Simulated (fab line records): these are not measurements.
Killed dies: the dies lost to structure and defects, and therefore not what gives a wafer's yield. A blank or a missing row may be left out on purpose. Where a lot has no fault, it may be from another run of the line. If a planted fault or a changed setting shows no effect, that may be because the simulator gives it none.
fab line records    flow nand-harc
[record] lots = 12  wafers = 36  last-day = 24
route steps=1159 shown A_CHANNEL_HOLE_D1@466 END@1159
lots untouched by any fault: they come from a run of this same line in which no faults occurred
start-h: the number of hours between the record's first day and the start of the first shown wafer of the lot    wait-h: hours elapsed since this lot's preceding step    " repeats the value in the row above    L1.1+2: a row that stands for several wafers    - either no value or no given start    * or withheld: withheld    < > ~ a bound
route shown NAME@n: a module of which the file shows steps, and the number in the route of the first    usual: mean/standard deviation of fault-free wafers    same: alike in all rows    chamber/n: place in a boat    sites: each site's reading    _std_site: the standard deviation of these    _edge_site: mean of outer sites minus mean of inner sites    radius-mm: how far each site lies from the wafer's centre    mask NAME#n: copy n    behind: tool/chamber where the wafer was last shaped    hold: what put the lot on hold/how long, in hours/how the hold closed    device: transistor that didn't switch, given as n, p or np    end of line: tests of these same wafers at the route's end    a step with no rows: only its recipe    killed: count of dies lost to structure and defects at first sort (not the wafer's yield)    map: a wafer's dies, x killed, . not, _ none there
set.NAME: the run value of the setting; set.NAME@STEP: its run value at that earlier step    model.NAME: the simulator's own value behind a step, which no gauge read
steps of the route over a sample of lots; a table a step, a row a wafer
services: the hour from which a tool's chamber was out of use, counted from the record's first day as start-h (under 0 if before that day), plus the number of hours and why
[[steps]]
[step NHARC_A_CHANNEL_HOLE_D1_ETCH_38]
[recipe] target-depth-a = 390  over-etch-frac = 0.3  time-s = 65  ion-energy-ev = 80  cf4-flow-sccm = 150  ar-flow-sccm = 0  rf-w = 300  bias-w = 100  chemistry = CF4
[usual] drypump-motor-current-A = 5.8/0.32  oes-product-au = 1.006/0.013  rf-vpp-V = 151.5/1.3  run-length-s = 86.2/0.39  showerhead-plenum-p-Torr = 1.79/0.076  throttle-valve-pct = 13.283/0.0091
lot.wafer  tool         chamber  start-h  wait-h  drypump-motor-current-A  oes-product-au  rf-hours-counter-h  rf-vpp-V  run-length-s  showerhead-plenum-p-Torr  throttle-valve-pct
L352.3     rie-diel-13  0        159.86   0.1     6.2                      1.005           4                   153.5     85.9          1.88                      13.289
L352.1     "            1        "        "       5.4                      1.022           4                   153.1     86.0          1.84                      13.289
L352.5     "            3        "        "       5.8                      1.000           -                   150.5     86.3          1.66                      13.287
L353.1     rie-diel-13  2        183.89   0.1     5.6                      1.027           3                   151.4     85.7          1.82                      13.282
L353.3     "            3        "        "       5.8                      1.014           5                   148.9     86.3          1.65                      13.278
L353.2     "            0        "        "       6.2                      0.996           5                   152.7     85.9          1.88                      13.272
L355.1     rie-diel-13  1        195.05   0.1     5.4                      1.020           6                   152.4     86.6          1.84                      13.286
L355.2     "            2        "        "       5.5                      1.026           4                   152.3     85.6          1.82                      13.292
L355.3     "            3        "        "       5.8                      0.989           6                   149.3     86.1          1.65                      13.267
L354.3     rie-diel-08  1        195.92   0.1     6.1                      1.006           5                   150.6     86.3          1.71                      13.297
L354.2     "            2        "        "       5.5                      0.997           6                   152.3     85.8          1.84                      13.278
L354.6     "            3        "        "       6.4                      0.981           -                   153.4     87.2          1.85                      13.267
L362.4     rie-diel-08  3        238.83   0.1     6.4                      1.003           9                   153.5     86.2          1.85                      13.292
L362.3     "            0        "        "       5.7                      1.002           0                   152.1     86.3          1.87                      13.280
L362.5     "            2        "        "       5.5                      0.997           -                   152.3     85.9          1.84                      13.284
L365.1     rie-diel-13  3        247.17   0.1     5.8                      1.005           11                  150.1     85.9          1.65                      13.285
L365.5     "            3        "        "       5.8                      1.012           -                   150.2     86.3          1.65                      13.273
L365.6     "            0        "        "       6.2                      0.980           -                   151.5     71.2          1.88                      13.283
L367.3     rie-diel-08  1        256.65   0.1     6.2                      1.010           10                  149.7     86.1          1.71                      13.287
L367.1     "            2        "        "       5.5                      0.983           11                  151.3     86.3          1.84                      13.283
L367.4     "            0        "        "       5.6                      1.000           2                   152.9     86.2          1.87                      13.296
L366.1     rie-diel-13  2        256.81   0.1     5.5                      1.034           10                  152.2     85.6          1.82                      13.282
L366.2     "            0        "        "       6.2                      1.007           12                  153.7     70.6          1.88                      13.265
L366.4     "            1        "        "       5.3                      1.042           9                   152.9     86.2          1.83                      13.287
L370.4     rie-diel-08  0        280.10   0.1     5.7                      0.998           4                   151.5     85.9          1.87                      13.286
L370.6     "            0        "        "       5.7                      1.008           -                   150.6     86.4          1.87                      13.281
L370.5     "            1        "        "       6.1                      0.991           -                   151.1     86.0          1.71                      13.279
L368.4     rie-diel-11  2        281.40   0.1     5.8                      1.009           5                   153.5     86.7          1.80                      13.286
L368.5     "            2        "        "       5.8                      1.007           -                   150.7     87.1          1.80                      13.276
L368.6     "            3        "        "       5.8                      1.025           -                   153.4     86.7          1.82                      13.270
L369.4     rie-diel-08  1        281.98   0.1     6.2                      1.002           12                  150.6     86.2          1.71                      13.281
L369.2     "            0        "        "       5.7                      1.004           4                   153.7     86.0          1.87                      13.294
L369.5     "            1        "        "       6.2                      1.004           -                   150.2     86.1          1.71                      13.298
L375.4     rie-diel-11  3        308.28   0.1     5.7                      1.005           6                   151.8     86.1          1.82                      13.276
L375.1     "            2        "        "       5.8                      0.999           7                   152.5     86.8          1.79                      13.272
L375.5     "            0        "        "       5.6                      0.994           -                   149.3     86.3          1.71                      13.293
[step NHARC_A_CHANNEL_HOLE_D1_ETCH_34]
[recipe] target-depth-a = 1540  time-s = 77  cf4-flow-sccm = 100  chf3-flow-sccm = 30  ar-flow-sccm = 0  rf-w = 500  bias-w = 200  chemistry = CF4/CHF3
[usual] drypump-motor-current-A = 5.8/0.33  oes-product-au = 0.938/0.022  rf-vpp-V = 371.6/2.3  run-length-s = 98.1/0.37  showerhead-plenum-p-Torr = 1.60/0.063  throttle-valve-pct = 16.801/0.0092
[same] time-s = 77
lot.wafer  tool         chamber  start-h  wait-h  drypump-motor-current-A  oes-product-au  rf-hours-counter-h  rf-vpp-V  run-length-s  showerhead-plenum-p-Torr  throttle-valve-pct
L352.1     rie-diel-13  2        -        -       5.5                      0.943           1                   373.0     98.1          1.62                      16.800
L352.3     "            3        "        "       5.8                      0.921           3                   366.6     98.8          1.47                      16.814
L352.5     "            2        "        "       5.6                      0.941           -                   372.0     97.4          1.62                      16.793
L353.1     rie-diel-13  0        -        -       6.2                      0.918           5                   374.5     98.0          1.67                      16.806
L353.2     "            1        "        "       5.4                      0.944           5                   374.0     98.7          1.63                      16.800
L353.3     "            3        "        "       5.8                      0.933           5                   368.0     98.2          1.47                      16.807
L355.2     rie-diel-13  1        -        -       5.4                      0.953           6                   374.1     98.1          1.63                      16.803
L355.3     "            2        "        "       5.5                      0.969           4                   372.6     97.8          1.62                      16.806
L355.1     "            0        "        "       6.2                      0.907           6                   373.6     97.8          1.67                      16.798
L354.2     rie-diel-08  3        -        -       6.4                      0.915           6                   372.0     98.9          1.65                      16.817
L354.3     "            1        "        "       6.1                      0.971           6                   370.0     98.2          1.52                      16.792
L354.6     "            1        "        "       6.1                      0.975           -                   368.4     98.0          1.52                      16.796
L362.3     rie-diel-08  2        -        -       5.5                      0.909           9                   372.3     98.3          1.64                      16.804
L362.4     "            0        "        "       5.7                      0.964           1                   373.7     97.8          1.67                      16.810
L362.5     "            2        "        "       5.5                      0.921           -                   373.2     97.5          1.64                      16.786
L365.1     rie-diel-13  0        -        -       6.2                      0.921           11                  374.8     97.8          1.67                      16.812
L365.6     "            1        "        "       5.4                      0.950           -                   372.5     98.0          1.63                      16.818
L365.5     "            2        "        "       5.5                      0.949           -                   372.3     97.8          1.62                      16.795
L367.1     rie-diel-08  1        -        -       6.1                      0.934           10                  369.4     98.5          1.52                      16.802
L367.3     "            2        "        "       5.5                      0.921           11                  374.4     97.8          1.64                      16.796
L367.4     "            3        "        "       6.4                      0.927           11                  371.8     98.4          1.65                      16.796
L366.4     rie-diel-13  1        -        -       5.4                      0.951           10                  371.8     98.8          1.63                      16.813
L366.2     "            2        "        "       5.6                      0.940           10                  371.9     97.7          1.62                      16.798
L366.1     "            0        "        "       6.2                      0.912           12                  374.1     98.0          1.67                      16.799
L370.4     rie-diel-08  3        -        -       6.4                      0.928           12                  374.5     98.8          1.65                      16.809
L370.5     "            0        "        "       5.7                      0.926           -                   374.2     97.9          1.67                      16.810
L370.6     "            1        "        "       6.2                      0.926           -                   369.9     98.1          1.52                      16.786
L368.4     rie-diel-11  2        -        -       5.8                      0.926           5                   370.9     98.8          1.60                      16.814
L368.6     "            2        "        "       5.8                      0.928           -                   371.7     98.7          1.60                      16.812
L368.5     "            3        "        "       5.7                      0.934           -                   372.1     98.4          1.62                      16.808
L369.4     rie-diel-08  1        -        -       6.1                      0.930           13                  367.7     98.4          1.52                      16.787
L369.2     "            3        "        "       6.4                      0.921           12                  371.7     98.5          1.65                      16.782
L369.5     "            1        "        "       6.2                      0.916           -                   369.7     97.8          1.52                      16.800
L375.1     rie-diel-11  3        -        -       5.7                      0.977           6                   374.0     98.4          1.62                      16.804
L375.4     "            2        "        "       5.8                      0.973           7                   369.8     98.8          1.60                      16.808
L375.5     "            0        "        "       5.6                      0.989           -                   368.4     98.1          1.52                      16.809
[step NHARC_A_CHANNEL_HOLE_D1_CD_MEAS_18]
[usual] cd-nm = 98.2/2.7
lot.wafer  tool       chamber  start-h  wait-h  cd-nm
L352.1     cd-sem-01  -        160.88   -       104.5
L352.3     "          -        "        "       100.1
L352.5     "          -        "        "       97.4
L353.1     cd-sem-01  -        184.91   -       98.9
L353.2     "          -        "        "       94.9
L353.3     "          -        "        "       95.9
L355.1     cd-sem-02  -        196.08   -       95.8
L355.2     "          -        "        "       98.7
L355.3     "          -        "        "       103.4
L354.2     cd-sem-02  -        197.13   -       98.0
L354.3     "          -        "        "       98.3
L354.6     "          -        "        "       99.7
L362.3     cd-sem-01  -        239.86   -       96.7
L362.4     "          -        "        "       102.1
L362.5     "          -        "        "       99.3
L365.1     cd-sem-01  -        248.20   -       97.4
L365.5     "          -        "        "       97.0
L365.6     "          -        "        "       99.1
L367.1     cd-sem-03  -        257.67   -       98.4
L367.3     "          -        "        "       98.7
L367.4     "          -        "        "       99.8
L366.1     cd-sem-03  -        257.83   -       99.6
L366.2     "          -        "        "       98.8
L366.4     "          -        "        "       94.5
L370.4     cd-sem-01  -        281.57   -       100.6
L370.5     "          -        "        "       97.5
L370.6     "          -        "        "       101.8
L368.4     cd-sem-02  -        282.43   -       99.2
L368.5     "          -        "        "       94.9
L368.6     "          -        "        "       99.2
L369.2     cd-sem-03  -        283.00   -       100.1
L369.4     "          -        "        "       100.3
L369.5     "          -        "        "       100.2
L375.1     cd-sem-02  -        309.31   -       94.7
L375.4     "          -        "        "       95.5
L375.5     "          -        "        "       94.6
[step NHARC_A_CHANNEL_HOLE_D1_ETCH_20]
[recipe] bias-v = 3000  source-w = withheld  pressure-mtorr = 20  time-s = 361.9  ar-flow-sccm = 375  c4f8-flow-sccm = 89.3  o2-flow-sccm = 35.7  temp-c = -20  target-depth-a = 16000  chemistry = C4F8/O2/Ar
[usual] drypump-motor-current-A = 5.7/0.36  run-length-s = 346.9/0  showerhead-plenum-p-Torr = 3.76/0.087  throttle-valve-pct = 32.155/0.0089
[same] time-s = 361.9
lot.wafer  tool         chamber  start-h  wait-h  drypump-motor-current-A  rf-hours-counter-h  run-length-s  showerhead-plenum-p-Torr  throttle-valve-pct
L352.1     har-etch-02  1        161.07   0.1     5.3                      92                  346.9         3.88                      32.156
L352.3     "            1        "        "       5.3                      -                   346.9         3.88                      32.148
L352.5     "            0        "        "       6.0                      -                   346.9         3.70                      32.175
L353.2     har-etch-02  0        185.09   0.1     6.0                      101                 346.9         3.69                      32.168
L353.1     "            1        "        "       5.3                      101                 346.9         3.88                      32.147
L353.3     "            1        "        "       5.3                      -                   346.9         3.88                      32.171
L355.1     har-etch-01  1        196.26   0.1     6.0                      196                 346.9         3.68                      32.146
L355.2     "            0        "        "       5.4                      196                 346.9         3.82                      32.150
L355.3     "            0        "        "       5.4                      -                   346.9         3.82                      32.159
L354.2     har-etch-02  0        200.46   0.1     6.0                      109                 346.9         3.69                      32.158
L354.3     "            0        "        "       6.0                      -                   346.9         3.69                      32.156
L354.6     "            0        "        "       6.0                      -                   346.9         3.69                      32.164
L362.4     har-etch-02  1        240.14   0.2     5.3                      -                   346.9         3.86                      32.150
L362.3     "            0        "        "       6.0                      -                   346.9         3.68                      32.162
L362.5     "            1        "        "       5.3                      -                   346.9         3.86                      32.152
L365.1     har-etch-01  0        248.47   0.1     5.4                      219                 346.9         3.81                      32.154
L365.6     "            1        "        "       6.0                      -                   346.9         3.67                      32.159
L365.5     "            0        "        "       5.4                      -                   346.9         3.81                      32.148
L367.1     har-etch-01  1        257.87   0.1     6.0                      225                 346.9         3.67                      32.150
L367.4     "            1        "        "       6.0                      -                   346.9         3.67                      32.168
L367.3     "            0        "        "       5.5                      -                   346.9         3.81                      32.150
L366.1     har-etch-02  1        258.02   0.1     5.3                      139                 346.9         3.85                      32.169
L366.2     "            0        "        "       6.1                      139                 346.9         3.67                      32.144
L366.4     "            1        "        "       5.3                      -                   346.9         3.85                      32.163
L370.4     har-etch-02  0        281.85   0.2     6.0                      -                   346.9         3.67                      32.133
L370.5     "            0        "        "       6.0                      -                   346.9         3.67                      32.164
L370.6     "            1        "        "       5.3                      -                   346.9         3.85                      32.143
L368.4     har-etch-01  1        282.76   0.2     6.0                      -                   346.9         3.66                      32.155
L368.5     "            0        "        "       5.4                      -                   346.9         3.80                      32.167
L368.6     "            1        "        "       6.0                      -                   346.9         3.66                      32.148
L369.2     har-etch-02  0        285.92   0.1     6.0                      149                 346.9         3.66                      32.157
L369.4     "            0        "        "       6.0                      -                   346.9         3.66                      32.165
L369.5     "            1        "        "       5.3                      -                   346.9         3.85                      32.165
L375.1     har-etch-02  1        312.22   0.1     5.3                      163                 346.9         3.84                      32.148
L375.4     "            1        "        "       5.3                      -                   346.9         3.84                      32.146
L375.5     "            0        "        "       6.1                      -                   346.9         3.66                      32.148
[step NHARC_END_SORT_01]
[recipe] temp-c = 25
[usual] killed-at-array = 28/11  killed-at-other = 0.5/0.87  killed-at-periphery = 2.9/2.2  killed-dies = 32/11  killed-open = 3.2/1.9  killed-short = 1.8/1.4
[same] gross-dies = 677
lot.wafer  tool       chamber  start-h  wait-h  killed-at-array  killed-at-other  killed-at-periphery  killed-dies  killed-open  killed-short
L365.1     prober-01  0        500.73   2.5     41               0                3                    44           4            3
L365.5     prober-01  0        503.93   3.7     51               0                4                    55           6            2
L365.6     prober-01  0        504.73   4.0     46               0                1                    47           3            4
// killed by level:class
L365.1 A_CHANNEL_HOLE_D1:chamber-film-flake=13 A_SLIT:chamber-film-flake=10 A_CONTACT:chamber-film-flake=6 A_STAIRCASE:chamber-film-flake=5 A_ONON_D1:geometric-particle:short=2 P_STI:chamber-film-flake=2 P_STI:geometric-particle:open=1 A_ONON_D1:geometric-particle:open=1
L365.5 A_CHANNEL_HOLE_D1:chamber-film-flake=18 A_SLIT:chamber-film-flake=15 A_CONTACT:chamber-film-flake=6 A_CHANNEL_FILL_D1:geometric-particle:open=3 P_STI:chamber-film-flake=3 A_M0:geometric-particle:open=2 A_ZERO_WELL:chamber-film-flake=2 A_ONON_D1:geometric-particle:short=1
L365.6 A_CHANNEL_HOLE_D1:chamber-film-flake=18 A_SLIT:chamber-film-flake=15 A_STAIRCASE:chamber-film-flake=3 A_CONTACT:chamber-film-flake=3 A_CHANNEL_FILL_D1:geometric-particle:short=2 A_ONON_D1:geometric-particle:short=1 A_CHANNEL_FILL_D1:geometric-particle:open=1 A_WL_FILL:geometric-particle:short=1
[[services]]
tool         chamber  start-h  hours  kind
rie-diel-08  1        141.25   6.0    repair
rie-diel-13  0        157.00   -      clean
rie-diel-13  1        157.00   -      clean
rie-diel-13  2        157.00   -      clean
rie-diel-13  3        157.00   -      clean
rie-diel-08  0        158.38   -      clean
rie-diel-08  1        158.38   -      clean
rie-diel-08  2        158.38   -      clean
rie-diel-08  3        158.38   -      clean
rie-diel-13  0        181.50   -      clean
rie-diel-13  1        181.50   -      clean
rie-diel-13  2        181.50   -      clean
rie-diel-13  3        181.50   -      clean
rie-diel-08  0        182.88   -      clean
rie-diel-08  1        182.88   -      clean
rie-diel-08  2        182.88   -      clean
rie-diel-11  2        186.98   3.6    repair
rie-diel-11  -        189.56   9.0    pm
rie-diel-11  3        208.10   6.4    repair
rie-diel-13  1        223.23   23.2   repair
rie-diel-13  -        276.00   9.0    pm
rie-diel-08  3        298.10   2.3    repair
rie-diel-08  -        301.88   9.0    pm
har-etch-01  -        305.00   17.0   pm
[[key]]
[first-sign] step = NHARC_A_CHANNEL_HOLE_D1_ETCH_38  reading = run-length-s  direction = down  sigmas = 39  usual = *  struck = *
effect none on later readings
met-at NHARC_A_CHANNEL_HOLE_D1_ETCH_38
struck-lots L365,L366
struck-wafers L365.6,L366.2
tester-left-out L365,L366
not-acting-at NHARC_A_CHANNEL_HOLE_D1_ETCH_34,NHARC_A_CHANNEL_HOLE_D1_CD_MEAS_18,NHARC_A_CHANNEL_HOLE_D1_ETCH_20
onset-between 183.89 247.17
[fault] kind = process-parameter-drift  tool = rie-diel-13  chamber = 0  onset-h = 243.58  steps = NHARC_A_CHANNEL_HOLE_D1_ETCH_38  channel = time-s  offset = *  shape = step  end-h = 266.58  acts-in = *  stated = *
// tester-left-out: of these lots the tester's yield and bins aren't shown, on N5 and GAA mostly nor the transistor test; their killed dies are dies lost to structure and defects alone, not to doping, threshold or leakage, so they don't give the yield
